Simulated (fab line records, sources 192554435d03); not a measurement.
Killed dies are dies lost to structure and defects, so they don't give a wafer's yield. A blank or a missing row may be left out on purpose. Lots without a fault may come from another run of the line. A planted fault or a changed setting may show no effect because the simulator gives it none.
fab line records | flow n5_finfet
record lots=9 wafers=27 last_day=18
route steps=1938 shown BEOL_M4@1111 BEOL_M7@1310 BEOL_M8@1335 PASSIVATION@1936
lots that met no fault: from a run of the same line without faults
start_h: hours from the record's first day to the start of the lot's first wafer shown | wait_h: hours since the lot's step before | " the same as in the row above | L1.1+2: a row that stands for several wafers | - no value, or no start given | * or withheld: withheld | < > ~ a bound
route shown NAME@n: a module of which the file shows steps, and the number in the route of the first | usual: mean/standard deviation of fault-free wafers | same: alike in all rows | chamber/n: place in a boat | sites: the reading at each site | _std_site: their standard deviation | _edge_site: outer sites' mean less inner sites' | radius_mm: how far each site lies from the wafer's centre | mask NAME#n: copy n | behind: the tool/chamber that last shaped the wafer | hold: why the lot was held/for how many hours/how that ended | device: the transistor (n, p or np) that didn't switch | end of line: the same wafers' tests at the end of the route | a step without rows: its recipe alone | killed: dies lost to structure and defects at the first sort, not the wafer's yield | map: a wafer's dies, x killed, . not, _ none there
set.NAME: the setting as run; set.NAME@STEP: as run at that earlier step | model.NAME: the simulator's own value behind a step, which no gauge read
steps of the route over a sample of lots; a table a step, a row a wafer
services: from which hour (start_h, from the record's first day; less than 0 if before it) a tool's chamber was out of use, for how many hours, and why
## steps
# step N5_BEOL_M4_RC_MEAS_101
# usual DIBL_N=36.9/1.7 DIBL_P=36.7/2.1 IOFF_N=0.17/0.032 IOFF_P=0.22/0.036 ION_N=674/12 ION_P=461/7 SS_N=71.7/0.6 SS_P=73.4/0.67 VT_N=249/3.1 VT_P=-250/3.2
# columns lot.wafer tool chamber start_h wait_h DIBL_N[mV/V] DIBL_P[mV/V] IOFF_N[nA/um] IOFF_P[nA/um] ION_N[uA/um] ION_P[uA/um] SS_N[mV/dec] SS_P[mV/dec] VT_N[mV] VT_P[mV]
L333.2 prober-02 0 195.54 0.2 37.5 38.3 0.17 0.21 668 460 71.6 73.6 250 -252
L333.4 " 0 " " 40.4 42.5 0.24 0.28 691 463 72.7 75.5 242 -248
L333.5 " 0 " " 37.1 38.5 0.16 0.21 678 461 72.3 73.6 250 -251
L334.3 prober-02 0 197.64 0.4 38.0 40.4 0.20 0.27 687 469 72.1 73.6 244 -246
L334.4 " 0 " " 35.7 36.3 0.16 0.20 670 464 71.7 72.8 248 -251
L334.6 " 0 " " 37.3 39.3 0.18 0.26 671 463 72.3 73.7 248 -248
L337.1 prober-01 0 212.24 0.0 37.3 36.5 0.18 0.22 679 461 71.7 73.2 246 -251
L337.4 " 0 " " 37.0 36.0 0.16 0.20 680 460 71.1 72.8 250 -249
L337.5 " 0 " " 39.7 37.1 0.23 0.23 675 452 72.8 73.7 244 -251
L339.1 prober-01 0 248.61 0.0 38.3 37.3 0.18 0.23 684 461 72.0 73.8 250 -252
L339.5 " 0 " " 40.4 39.3 0.24 0.27 692 472 72.4 74.3 246 -249
L339.6 " 0 " " 38.5 36.5 0.20 0.22 680 458 72.6 74.3 248 -250
L342.1 prober-02 0 249.66 0.0 34.9 35.1 0.13 0.16 673 455 70.6 73.0 251 -256
L342.2 " 0 " " 35.7 34.9 0.14 0.16 672 454 71.3 73.2 253 -256
L342.6 " 0 " " 36.9 37.2 0.17 0.19 686 459 71.6 74.1 250 -251
L349.4 prober-01 0 289.45 0.5 35.4 37.3 0.16 0.21 681 464 71.1 73.6 248 -250
L349.5 " 0 " " 37.0 37.7 0.17 0.22 682 465 70.8 73.7 248 -249
L349.6 " 0 " " 35.2 37.1 0.15 0.21 682 461 71.0 73.0 250 -249
L350.2 prober-02 0 293.19 0.2 35.5 34.9 0.14 0.19 673 462 72.0 73.8 254 -250
L350.4 " 0 " " 32.0 30.8 0.10 0.14 651 452 69.8 72.5 255 -255
L350.5 " 0 " " 35.6 34.9 0.14 0.20 667 462 71.3 73.7 255 -251
L351.1 prober-02 0 295.20 0.0 37.5 38.7 0.20 0.28 681 473 72.4 74.4 244 -247
L351.2 " 0 " " 38.9 40.3 0.23 0.30 696 471 72.0 74.2 245 -243
L351.4 " 0 " " 35.0 35.1 0.14 0.22 660 468 71.2 73.2 251 -249
L352.4 prober-01 0 312.33 0.5 39.1 38.5 0.18 0.23 663 460 71.9 74.1 251 -249
L352.5 " 0 " " 37.7 37.1 0.16 0.22 659 458 72.1 73.7 252 -248
L352.6 " 0 " " 39.5 39.5 0.19 0.26 681 467 72.8 73.8 251 -247
# step N5_BEOL_M7_STRIP_80
# recipe chemistry=N2/H2 time_s=10 power_w=450 temp_c=40 pressure_mtorr=20 rf_frequency_hz=6e+07 bias_power_w=7 n2_flow_sccm=200 h2_flow_sccm=200
# usual drypump_motor_current_A=5.7/0.38 oes_product_au=0.78/0.08 rf_vpp_V=59.2/0.84 showerhead_plenum_p_Torr=2.54/0.098 throttle_valve_pct=23.5/0.38
# columns lot.wafer tool chamber start_h wait_h drypump_motor_current_A oes_product_au rf_hours_counter_h rf_vpp_V showerhead_plenum_p_Torr throttle_valve_pct
L333.2 rie_diel-06 0 - - 5.8 0.89 48 59.9 2.46 23.3
L333.4 " 0 " " 5.8 0.90 - 58.9 2.46 23.3
L333.5 " 2 " " 5.2 0.70 - 57.2 2.52 24.0
L334.3 rie_diel-06 3 - - 5.3 0.83 77 59.0 2.66 23.6
L334.4 " 0 " " 5.8 0.89 51 59.2 2.46 23.3
L334.6 " 3 " " 5.3 0.82 - 60.7 2.66 23.6
L337.1 rie_diel-06 1 - - 5.9 0.85 56 60.0 2.57 23.1
L337.4 " 2 " " 5.2 0.70 226 58.7 2.51 24.0
L337.5 " 2 " " 5.3 0.70 - 58.2 2.51 24.0
L339.1 rie_diel-03 3 - - 5.9 0.93 9 60.0 2.63 24.4
L339.5 " 1 " " 6.0 0.77 - 59.8 2.67 23.2
L339.6 " 2 " " 5.2 0.72 - 57.4 2.43 23.3
L342.1 rie_diel-01 0 - - 5.2 0.69 205 59.4 2.63 23.9
L342.2 " 2 " " 6.1 0.68 249 57.7 2.39 23.6
L342.6 " 0 " " 5.2 0.69 - 58.0 2.63 23.9
L349.4 rie_diel-03 2 - - 5.2 0.73 204 59.2 2.43 23.3
L349.5 " 3 " " 5.9 0.92 - 58.2 2.62 24.4
L349.6 " 0 " " 5.2 0.79 - 59.9 2.68 23.5
L351.1 rie_diel-03 3 - - 5.8 0.91 21 58.9 2.62 24.5
L351.2 " 2 " " 5.2 0.72 206 59.8 2.43 23.3
L351.4 " 0 " " 5.3 0.80 103 60.1 2.68 23.5
L350.2 rie_diel-01 3 - - 6.3 0.83 90 59.5 2.46 23.3
L350.4 " 1 " " 5.8 0.68 234 60.1 2.50 23.3
L350.5 " 0 " " 5.2 0.68 - 59.7 2.62 23.9
L352.4 rie_diel-06 1 - - 5.9 0.81 90 57.8 2.55 23.1
L352.5 " 3 " " 5.3 0.78 - 59.9 2.64 23.6
L352.6 " 0 " " 5.8 0.84 - 57.4 2.45 23.3
# step N5_BEOL_M7_CURE_75
# recipe temp_c=370 time_s=120 ambient=DMADMS/He material=SiCOH_lowk
# usual lamp_power_pct=52.31/0.057 wafer_temp_C_max=371.7/0.56
# columns lot.wafer tool chamber start_h wait_h lamp_power_pct wafer_temp_C_max
L333.2 uv_cure-03 0 217.57 0.1 52.19 371.5
L333.4 " 0 " " 52.40 371.8
L333.5 " 0 " " 52.33 371.7
L334.3 uv_cure-03 2 224.13 0.2 52.34 372.6
L334.4 " 2 " " 52.32 372.3
L334.6 " 2 " " 52.30 373.2
L337.1 uv_cure-02 2 236.84 0.1 52.29 372.0
L337.4 " 2 " " 52.31 371.8
L337.5 " 2 " " 52.39 371.9
L339.1 uv_cure-03 0 277.54 0.0 52.37 372.0
L339.5 " 0 " " 52.27 371.2
L339.6 " 0 " " 52.37 371.5
L342.1 uv_cure-03 0 278.72 0.0 52.30 371.3
L342.2 " 0 " " 52.35 371.6
L342.6 " 0 " " 52.30 371.3
L349.4 uv_cure-02 1 314.56 0.2 52.28 371.4
L349.5 " 1 " " 52.28 371.9
L349.6 " 1 " " 52.26 371.2
L351.1 uv_cure-02 2 322.68 0.0 52.27 371.8
L351.2 " 2 " " 52.17 371.3
L351.4 " 2 " " 52.29 371.6
L350.2 uv_cure-03 0 322.89 0.1 52.28 371.2
L350.4 " 0 " " 52.30 371.2
L350.5 " 0 " " 52.34 371.0
L352.4 uv_cure-01 2 338.70 0.5 52.23 372.7
L352.5 " 2 " " 52.33 371.3
L352.6 " 2 " " 52.26 371.6
# step N5_BEOL_M7_DEP_56
# recipe material=SiCN target_thk_a=100 temp_c=withheld precursor=3MS/NH3 pressure_torr=3 rf_w=202 time_s=17.5
# usual chamber_pressure_Torr=3.000/0.0057 rf_fwd_power_W=199.4/1.3 showerhead_plenum_p_Torr=3.671/0.019 throttle_valve_pct=9.0/0.48
# columns lot.wafer tool chamber start_h wait_h chamber_pressure_Torr rf_fwd_power_W showerhead_plenum_p_Torr since_wet_clean_h throttle_valve_pct
L333.2 pecvd-01 0 220.27 0.0 3.003 200.1 3.652 743 8.8
L333.4 " 0 " " 2.994 199.5 3.658 - 8.9
L333.5 " 1 " " 3.004 201.1 3.694 - 9.8
L334.3 pecvd-04 2 225.96 0.0 2.997 198.9 3.662 176 8.3
L334.4 " 1 " " 3.001 200.3 3.707 - 9.1
L334.6 " 0 " " 2.998 198.4 3.658 - 9.0
L337.1 pecvd-04 0 238.71 0.0 2.992 197.7 3.661 943 9.1
L337.4 " 0 " " 2.992 197.2 3.654 - 8.9
L337.5 " 2 " " 3.001 199.0 3.669 - 8.2
L339.1 pecvd-04 1 281.11 0.0 2.999 199.7 3.704 1710 8.9
L339.5 " 2 " " 3.000 200.3 3.657 - 8.1
L339.6 " 1 " " 2.998 200.0 3.700 - 9.1
L342.1 pecvd-01 1 282.57 0.0 3.002 200.6 3.695 1530 9.5
L342.2 " 0 " " 2.996 201.9 3.644 805 9.0
L342.6 " 0 " " 2.995 201.5 3.654 - 9.3
L349.4 pecvd-01 0 317.13 0.0 - - - - -
L349.5 " 2 " " - - - - -
L349.6 " 0 " " - - - - -
L351.1 pecvd-04 0 324.97 0.0 - - - - -
L351.2 " 1 " " - - - - -
L351.4 " 1 " " - - - - -
L350.2 pecvd-03 0 325.10 0.0 2.997 198.8 3.684 1210 9.1
L350.4 " 2 " " 3.004 198.7 3.673 - 9.1
L350.5 " 0 " " 2.993 198.2 3.693 - 9.2
L352.4 pecvd-03 1 341.55 0.0 2.998 198.1 3.655 - 9.4
L352.5 " 2 " " 3.003 199.8 3.669 - 8.8
L352.6 " 0 " " 2.979 199.2 3.684 - 8.9
# step N5_BEOL_M8_PECVD_70
# recipe material=SiO2 target_thk_a=200 temp_c=400 precursor=TEOS/O2 pressure_torr=5.5 rf_w=450 teos_flow_sccm=53.8 gas=O2 flow_sccm=3000 time_s=22.7
# usual heater_power_w=694/100 showerhead_plenum_p_Torr=8.80/0.068 throttle_valve_pct=22.4/0.98
# columns lot.wafer tool chamber start_h wait_h heater_power_w showerhead_plenum_p_Torr since_wet_clean_h throttle_valve_pct
L333.2 pecvd-02 1 221.29 0.0 710 8.87 2013 22.1
L333.4 " 2 " " 809 8.76 - 22.0
L333.5 " 1 " " 701 8.87 - 22.4
L334.3 pecvd-02 2 226.70 0.0 894 8.76 539 21.9
L334.4 " 0 " " 821 8.79 - 24.3
L334.6 " 1 " " 720 8.86 - 22.0
L337.1 pecvd-02 0 239.46 0.0 792 8.80 1306 23.8
L337.4 " 1 " " 682 8.86 - 22.0
L337.5 " 0 " " 781 8.81 - 23.7
L339.1 pecvd-02 2 281.85 0.0 882 8.76 594 22.0
L339.5 " 1 " " 601 8.85 - 21.9
L339.6 " 2 " " 884 8.77 - 21.7
L342.1 pecvd-03 2 283.33 0.0 583 8.81 414 21.6
L342.2 " 1 " " 538 8.72 1893 23.6
L342.6 " 1 " " 555 8.72 - 23.4
L350.2 pecvd-03 0 325.85 0.0 651 8.87 1211 22.2
L350.4 " 1 " " 629 8.69 - 23.4
L350.5 " 0 " " 684 8.87 - 22.2
L352.4 pecvd-04 1 342.29 0.1 668 8.95 - 22.2
L352.5 " 0 " " 765 8.76 - 22.3
L352.6 " 2 " " 600 8.81 - 20.4
# step N5_PASSIVATION_PROBE_49
# usual defect_limited_yield=91.7/1.5 killed_at_M0_to_M3=32/9.6 killed_at_M4_up=13/5.3 killed_at_contacts=12/6.8 killed_at_front_end=36/9.8 killed_at_other=4/3.1 killed_dies=98/17 killed_on_rim=13/4 killed_open=65/13 killed_short=32/8.5 sort_bin_5_function=4.9/0.93 sort_bin_6_memory=3.2/0.67 sort_n_pass=1082/17 sort_yield_pct=91.7/1.4
# same gross_dies=1180 killed_at_back_side=0 sort_bin_4_leakage[%]=0 sort_bin_8_speed[%]=0
# columns lot.wafer tool chamber start_h wait_h defect_limited_yield[%] killed_at_M0_to_M3 killed_at_M4_up killed_at_contacts killed_at_front_end killed_at_other killed_dies killed_on_rim killed_open killed_short sort_bin_5_function[%] sort_bin_6_memory[%] sort_n_pass sort_yield_pct[%]
L333.2 prober-01 - 293.20 0.1 89.7 46 16 14 41 4 121 14 82 38 5.3 4.6 1059 89.7
L333.4 prober-01 - 293.30 0.2 90.5 31 14 7 54 6 112 14 80 31 5.3 3.9 1068 90.5
L333.5 prober-01 - 293.35 0.2 91.7 36 13 16 31 2 98 13 65 31 5.1 3.0 1082 91.7
L334.3 prober-01 - 294.73 0.1 93.6 29 15 16 13 3 76 13 56 18 3.5 2.8 1104 93.6
L334.4 prober-01 - 294.78 0.2 92.7 32 10 12 28 4 86 12 53 32 4.6 2.5 1094 92.7
L334.6 prober-01 - 294.88 0.3 91.4 36 10 6 44 5 101 16 78 23 5.0 3.5 1079 91.4
L337.1 prober-02 - 309.88 0.0 91.3 23 24 20 34 2 103 17 81 22 5.2 3.3 1077 91.3
L337.4 prober-02 - 310.03 0.2 90.3 28 23 30 32 2 115 14 76 36 5.5 4.0 1065 90.3
L337.5 prober-02 - 310.08 0.2 89.2 31 25 31 35 5 127 21 70 56 6.2 4.1 1053 89.2
L342.1 prober-02 - 351.38 0.0 90.2 38 29 14 35 0 116 19 76 33 6.1 2.9 1064 90.2
L342.2 prober-02 - 351.43 0.1 92.2 27 21 3 40 1 92 14 62 28 4.7 2.9 1088 92.2
L342.6 prober-02 - 351.63 0.3 94.3 24 15 1 22 5 67 10 48 17 3.6 2.0 1113 94.3
L339.1 prober-02 - 359.15 0.0 92.2 36 6 6 38 6 92 13 52 38 3.7 3.6 1088 92.2
L339.5 prober-02 - 359.35 0.2 91.8 32 16 14 33 2 97 18 58 39 4.8 3.1 1083 91.8
L339.6 prober-02 - 359.40 0.3 90.7 31 17 15 40 7 110 16 68 36 5.3 3.3 1070 90.7
L349.4 prober-02 - 392.10 0.2 0 37 1085 13 39 6 1180 152 83 31 96.0 4.0 0 0
L349.5 prober-02 - 392.15 0.2 0 30 1108 16 25 1 1180 152 60 20 97.5 2.5 0 0
L349.6 prober-02 - 392.20 0.3 0 49 1058 25 40 8 1180 152 97 41 94.7 4.8 0 0
L351.1 prober-02 - 395.78 0.0 0 40 1089 12 31 8 1180 152 73 34 96.1 3.6 0 0
L351.2 prober-02 - 395.83 0.1 0 45 1066 14 46 9 1180 152 84 45 95.9 3.6 0 0
L351.4 prober-02 - 395.93 0.2 0 40 1059 19 52 10 1180 152 85 55 95.4 4.1 0 0
L350.2 prober-01 - 398.46 0.1 93.0 20 20 14 25 4 83 14 56 27 3.6 3.2 1097 93.0
L350.4 prober-01 - 398.56 0.2 91.4 26 13 21 36 5 101 12 64 37 5.0 3.2 1079 91.4
L350.5 prober-01 - 398.61 0.2 92.5 35 5 12 33 4 89 9 58 31 4.0 3.3 1091 92.5
L352.4 prober-02 - 422.61 0.2 92.2 28 8 17 39 0 92 17 63 23 4.6 2.7 1088 92.2
L352.5 prober-02 - 422.66 0.2 92.5 29 6 12 41 0 88 17 57 27 3.9 3.1 1092 92.5
L352.6 prober-02 - 422.71 0.3 90.1 20 18 10 65 4 117 17 82 35 5.1 4.4 1063 90.1
# killed by level:class
L333.2 BEOL_M2:geometric_particle:open=15 GATE_CUT:geometric_particle:short=11 MOL_CONTACT_COAG:geometric_particle:open=11 BEOL_M3:geometric_particle:open=9 BEOL_M1:geometric_particle:open=8 FIN_SAQP:geometric_particle:open=4 FIN_CUT:geometric_particle:short=4 GATE_CUT:geometric_particle:open=4
L333.4 FIN_SAQP:geometric_particle:open=15 BEOL_M3:geometric_particle:open=10 GATE_CUT:geometric_particle:short=9 BEOL_M2:geometric_particle:open=9 FIN_SAQP:geometric_particle:short=8 BEOL_M4:geometric_particle:open=6 BEOL_M5:geometric_particle:open=5 STI_FIN_REVEAL:geometric_particle:open=5
L333.5 MOL_CONTACT_COAG:geometric_particle:open=13 BEOL_M2:geometric_particle:open=9 FIN_SAQP:geometric_particle:open=8 BEOL_M4:geometric_particle:open=8 FIN_SAQP:geometric_particle:short=6 BEOL_M3:geometric_particle:short=5 BEOL_M3:geometric_particle:open=5 STARTING-WAFER:geometric_particle:open=5
L334.3 MOL_CONTACT_COAG:geometric_particle:open=14 BEOL_M0_SAQP:geometric_particle:short=9 BEOL_M4:geometric_particle:open=7 BEOL_M0_SAQP:geometric_particle:open=6 BEOL_M2:geometric_particle:open=5 BEOL_M1:geometric_particle:open=4 BEOL_M3:geometric_particle:open=4 GATE_CUT:geometric_particle:short=3
L334.4 BEOL_M0_SAQP:geometric_particle:short=9 STI_FIN_REVEAL:geometric_particle:open=8 MOL_CONTACT_COAG:geometric_particle:short=8 BEOL_M2:geometric_particle:open=8 BEOL_M0_SAQP:geometric_particle:open=6 DUMMY_GATE:geometric_particle:open=5 MOL_CONTACT_COAG:geometric_particle:open=4 BEOL_M1:geometric_particle:open=4
L334.6 STI_FIN_REVEAL:geometric_particle:open=20 BEOL_M2:geometric_particle:open=11 BEOL_M0_SAQP:geometric_particle:open=7 FIN_SAQP:geometric_particle:open=5 MOL_CONTACT_COAG:geometric_particle:open=5 BEOL_M0_SAQP:geometric_particle:short=4 BEOL_M1:geometric_particle:open=4 BEOL_M3:geometric_particle:open=4
L337.1 MOL_CONTACT_COAG:geometric_particle:open=16 STI_FIN_REVEAL:geometric_particle:open=12 BEOL_M4:geometric_particle:open=9 FIN_SAQP:geometric_particle:short=6 BEOL_M0_SAQP:geometric_particle:open=6 DUMMY_GATE:geometric_particle:open=5 BEOL_M0:geometric_particle:open=5 BEOL_M3:geometric_particle:open=5
L337.4 MOL_CONTACT_COAG:geometric_particle:open=25 BEOL_M4:geometric_particle:open=13 FIN_SAQP:geometric_particle:short=7 BEOL_M0_SAQP:geometric_particle:short=7 BEOL_M3:geometric_particle:open=6 STI_FIN_REVEAL:geometric_particle:open=5 MOL_CONTACT_COAG:geometric_particle:short=5 BEOL_M0_SAQP:geometric_particle:open=4
L337.5 MOL_CONTACT_COAG:geometric_particle:open=26 FIN_SAQP:geometric_particle:short=12 BEOL_M4:geometric_particle:short=10 BEOL_M0_SAQP:geometric_particle:short=10 BEOL_M4:geometric_particle:open=9 BEOL_M0_SAQP:geometric_particle:open=7 FIN_SAQP:geometric_particle:open=5 MOL_CONTACT_COAG:geometric_particle:short=5
L342.1 BEOL_M4:geometric_particle:open=16 MOL_CONTACT_COAG:geometric_particle:open=12 BEOL_M3:geometric_particle:open=10 FIN_SAQP:geometric_particle:open=7 BEOL_M0_SAQP:geometric_particle:short=6 BEOL_M1:geometric_particle:open=5 BEOL_M2:geometric_particle:open=5 HKMG_FIN:area_etch=5
L342.2 FIN_SAQP:geometric_particle:short=11 BEOL_M3:geometric_particle:open=10 FIN_SAQP:geometric_particle:open=8 DUMMY_GATE:geometric_particle:open=7 BEOL_M0_SAQP:geometric_particle:short=6 BEOL_M7:geometric_particle:open=5 BEOL_M1:geometric_particle:open=5 BEOL_M4:geometric_particle:open=4
L342.6 BEOL_M3:geometric_particle:open=6 BEOL_M0_SAQP:geometric_particle:open=5 FIN_SAQP:geometric_particle:open=4 GATE_CUT:geometric_particle:short=4 BEOL_M0:geometric_particle:open=4 BEOL_M2:geometric_particle:open=4 BEOL_M4:geometric_particle:open=4 FIN_SAQP:geometric_particle:short=3
L339.1 BEOL_M0_SAQP:geometric_particle:open=13 FIN_SAQP:geometric_particle:short=9 BEOL_M0_SAQP:geometric_particle:short=9 FIN_SAQP:geometric_particle:open=7 STI_FIN_REVEAL:geometric_particle:open=7 GATE_CUT:geometric_particle:short=7 MOL_CONTACT_COAG:geometric_particle:open=6 BEOL_M0:geometric_particle:open=4
L339.5 MOL_CONTACT_COAG:geometric_particle:open=10 BEOL_M0_SAQP:geometric_particle:short=7 BEOL_M4:geometric_particle:open=7 FIN_SAQP:geometric_particle:short=6 BEOL_M0:geometric_particle:open=6 GATE_CUT:geometric_particle:open=6 FIN_SAQP:geometric_particle:open=5 BEOL_M0_SAQP:geometric_particle:open=5
L339.6 MOL_CONTACT_COAG:geometric_particle:open=13 BEOL_M2:geometric_particle:open=10 BEOL_M4:geometric_particle:open=10 GATE_CUT:geometric_particle:short=8 GATE_CUT:geometric_particle:open=7 HKMG_FIN:area_etch=6 BEOL_M0:geometric_particle:open=5 BEOL_M0_SAQP:geometric_particle:short=4
L349.4 BEOL_M7:area_dep=1064 STI_FIN_REVEAL:geometric_particle:open=15 BEOL_M4:geometric_particle:open=11 BEOL_M2:geometric_particle:open=11 MOL_CONTACT_COAG:geometric_particle:open=10 BEOL_M0_SAQP:geometric_particle:open=9 FIN_SAQP:geometric_particle:open=7 BEOL_M0_SAQP:geometric_particle:short=6
L349.5 BEOL_M7:area_dep=1100 MOL_CONTACT_COAG:geometric_particle:open=13 STI_FIN_REVEAL:geometric_particle:open=11 BEOL_M3:geometric_particle:open=11 FIN_SAQP:geometric_particle:open=5 BEOL_M2:geometric_particle:open=5 MOL_CONTACT_COAG:geometric_particle:short=3 BEOL_M0:geometric_particle:open=3
L349.6 BEOL_M7:area_dep=1039 MOL_CONTACT_COAG:geometric_particle:open=22 STI_FIN_REVEAL:geometric_particle:open=10 BEOL_M3:geometric_particle:open=10 FIN_SAQP:geometric_particle:short=8 BEOL_M1:geometric_particle:open=8 BEOL_M2:geometric_particle:open=8 BEOL_M4:geometric_particle:open=8
L351.1 BEOL_M7:area_dep=1073 BEOL_M0_SAQP:geometric_particle:short=12 MOL_CONTACT_COAG:geometric_particle:open=11 BEOL_M0_SAQP:geometric_particle:open=10 FIN_SAQP:geometric_particle:open=7 BEOL_M3:geometric_particle:open=5 BEOL_M4:geometric_particle:open=5 STI_FIN_REVEAL:geometric_particle:open=4
L351.2 BEOL_M7:area_dep=1051 MOL_CONTACT_COAG:geometric_particle:open=13 FIN_SAQP:geometric_particle:short=12 BEOL_M0_SAQP:geometric_particle:open=11 BEOL_M3:geometric_particle:open=10 FIN_SAQP:geometric_particle:open=8 BEOL_M0_SAQP:geometric_particle:short=8 BEOL_M1:geometric_particle:open=5
L351.4 BEOL_M7:area_dep=1040 FIN_SAQP:geometric_particle:open=16 MOL_CONTACT_COAG:geometric_particle:open=16 FIN_SAQP:geometric_particle:short=14 BEOL_M0_SAQP:geometric_particle:short=11 BEOL_M3:geometric_particle:open=10 BEOL_M0_SAQP:geometric_particle:open=9 BEOL_M4:geometric_particle:open=6
L350.2 BEOL_M4:geometric_particle:open=12 MOL_CONTACT_COAG:geometric_particle:open=9 BEOL_M3:geometric_particle:open=6 MOL_CONTACT_COAG:geometric_particle:short=5 BEOL_M0_SAQP:geometric_particle:short=5 GATE_CUT:geometric_particle:short=4 BEOL_M4:geometric_particle:short=4 FIN_SAQP:geometric_particle:open=3
L350.4 MOL_CONTACT_COAG:geometric_particle:open=15 BEOL_M4:geometric_particle:open=8 STI_FIN_REVEAL:geometric_particle:open=7 MOL_CONTACT_COAG:geometric_particle:short=6 BEOL_M3:geometric_particle:open=6 FIN_SAQP:geometric_particle:short=5 GATE_CUT:geometric_particle:short=5 GATE_CUT:geometric_particle:open=5
L350.5 BEOL_M3:geometric_particle:open=12 BEOL_M0_SAQP:geometric_particle:short=11 FIN_SAQP:geometric_particle:open=9 MOL_CONTACT_COAG:geometric_particle:open=7 BEOL_M0_SAQP:geometric_particle:open=7 STI_FIN_REVEAL:geometric_particle:open=5 MOL_CONTACT_COAG:geometric_particle:short=5 FIN_SAQP:geometric_particle:short=4
L352.4 MOL_CONTACT_COAG:geometric_particle:open=15 FIN_SAQP:geometric_particle:open=11 BEOL_M1:geometric_particle:open=8 BEOL_M2:geometric_particle:open=8 FIN_SAQP:geometric_particle:short=6 GATE_CUT:geometric_particle:short=5 GATE_CUT:geometric_particle:open=4 BEOL_M0:geometric_particle:open=4
L352.5 MOL_CONTACT_COAG:geometric_particle:open=12 FIN_SAQP:geometric_particle:short=9 BEOL_M2:geometric_particle:open=7 DUMMY_GATE:geometric_particle:open=6 BEOL_M0_SAQP:geometric_particle:open=5 FIN_SAQP:geometric_particle:open=4 STI_FIN_REVEAL:geometric_particle:open=4 BEOL_M0_SAQP:geometric_particle:short=4
L352.6 STI_FIN_REVEAL:geometric_particle:open=12 FIN_SAQP:geometric_particle:open=8 FIN_SAQP:geometric_particle:short=8 MOL_CONTACT_COAG:geometric_particle:open=8 GATE_CUT:geometric_particle:short=7 BEOL_M2:geometric_particle:open=7 BEOL_M4:geometric_particle:open=7 ILD0:geometric_particle:open=6
## services
# columns tool chamber start_h hours kind
rie_diel-03 0 195.40 6.6 repair
rie_diel-06 1 206.40 12.2 repair
pecvd-01 2 209.43 19.8 repair
pecvd-03 2 211.82 5.0 scheduled_down
rie_diel-06 - 215.37 0.3 repair
rie_diel-03 3 218.34 1.6 repair
rie_diel-03 - 218.39 7.2 repair
uv_cure-02 - 225.05 0.6 repair
pecvd-01 2 229.28 - clean
pecvd-01 - 229.78 28.1 pm
rie_diel-06 3 248.87 4.0 repair
uv_cure-03 - 258.81 7.5 pm
pecvd-01 0 265.44 4.3 repair
pecvd-03 0 271.09 16.5 scheduled_down
rie_diel-01 1 271.31 18.5 repair
rie_diel-01 2 282.41 8.8 repair
pecvd-02 0 294.23 2.1 scheduled_down
rie_diel-06 2 303.58 - clean
rie_diel-06 2 303.58 - consumable_replace:focus_ring
rie_diel-06 2 303.58 16.4 scheduled_down
rie_diel-06 2 303.58 16.4 vent_cycle
pecvd-04 - 314.96 6.0 pm
pecvd-02 - 318.61 0.8 repair
uv_cure-03 - 331.59 0.8 repair
## key
first_sign step=N5_BEOL_M7_DEP_56 reading=tool_record direction=missing
effect step=N5_PASSIVATION_PROBE_49 reading=killed_at_M4_up direction=up sigmas=99+ usual=13 struck=1078
more_kills_born_at N5_BEOL_M7_DEP_56@pecvd-01=3203 N5_BEOL_M7_DEP_56@pecvd-04=3164
met_at N5_BEOL_M7_DEP_56
struck_lots L349,L351
later_rows_left_out L349.4,L349.5,L349.6,L351.1,L351.2,L351.4
not_acting_at N5_BEOL_M7_STRIP_80,N5_BEOL_M7_CURE_75,N5_BEOL_M8_PECVD_70
onset_between 282.57 317.13
fault kind=skipped_step_whole tool=pecvd-01,pecvd-04 chamber=- onset_h=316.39 steps=N5_BEOL_M7_DEP_56 scope=struck_lots_only
# later_rows_left_out: the simulator's readings of these wafers behind a module that went badly wrong aren't trusted and aren't shown, but for the sort
